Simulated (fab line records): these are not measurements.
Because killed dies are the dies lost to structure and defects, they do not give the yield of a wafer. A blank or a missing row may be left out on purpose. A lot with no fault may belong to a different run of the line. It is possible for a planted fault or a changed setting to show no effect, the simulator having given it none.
Chamber matching	flow nandHarc	4 sister chambers for NHARC_P_STI_ETCH_15 on rieSi-02
The step etches the open film in HBr/Cl2, target depth 300 nm, time 100.1 s. 16 wafers are shown with their chamber, then 8 later ones without.

## WAFERS, EACH WITH ITS CHAMBER
wafer	chamber	drypumpMotorCurrentA (A)	oesProductAu (a.u.)	throttleValvePct (%)
L074.1	0	5.5	0.993	26.395
L074.3	3	5.4	0.989	26.408
L074.6	1	5.7	0.989	26.403
L077.1	1	5.7	0.984	26.398
L077.4	2	5.4	0.992	26.398
L077.5	3	5.4	1.003	26.413
L082.1	0	5.5	0.994	26.420
L082.4	1	5.8	0.995	26.392
L082.6	1	5.8	0.989	26.408
L083.2	0	5.5	0.992	26.398
L083.3	2	5.4	0.989	26.398
L083.6	0	5.5	0.994	26.416
L084.1	0	5.6	0.983	26.417
L084.4	3	5.4	0.996	26.392
L084.5	1	5.7	0.989	26.400
L085.2	2	5.4	0.992	26.423

SIGNATURES (averages over the wafers above)
reading	chamber 0	chamber 1	chamber 2	chamber 3	scatter within a chamber
drypumpMotorCurrentA	5.520	5.740	5.400	5.400	0.0408
oesProductAu	0.99120	0.98920	0.99100	0.99600	0.00458
throttleValvePct	26.40920	26.40020	26.40633	26.40433	0.0106
Rule: distance of a wafer from a chamber = root of the sum over the readings of ((wafer's reading minus chamber's mean) / reading's scatter) squared. The wafer belongs to the nearest chamber; if the next one is less than 2 further off, it can't be placed. How the scatter is found: for the shown wafers, subtract from each reading the mean of its chamber, square and add these, divide the total by (wafers less chambers), then take the root.

## WAFERS WITH NO CHAMBER GIVEN
wafer	drypumpMotorCurrentA (A)	oesProductAu (a.u.)	throttleValvePct (%)
L085.5	5.7	0.987	26.418
L085.6	5.4	0.995	26.410
L089.1	5.4	0.997	26.409
L089.3	5.7	0.984	26.405
L089.4	5.5	0.994	26.417
L097.1	5.4	0.997	26.402
L097.2	5.5	0.996	26.407
L097.6	5.4	0.991	26.406

## CHAMBER TAKEN BY EACH
wafer	from the rows above	in truth
L085.5	1	1
L085.6	can't be placed: 3 or 2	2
L089.1	can't be placed: 3 or 2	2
L089.3	1	1
L089.4	can't be placed: 0 or 2 or 3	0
L097.1	can't be placed: 3 or 2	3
L097.2	can't be placed: 0 or 3 or 2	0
L097.6	can't be placed: 2 or 3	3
Correctly placed: 2 of 8. Unplaceable from these rows: 6, with the true chamber sitting among the candidates in 6. Wrongly placed: 0.
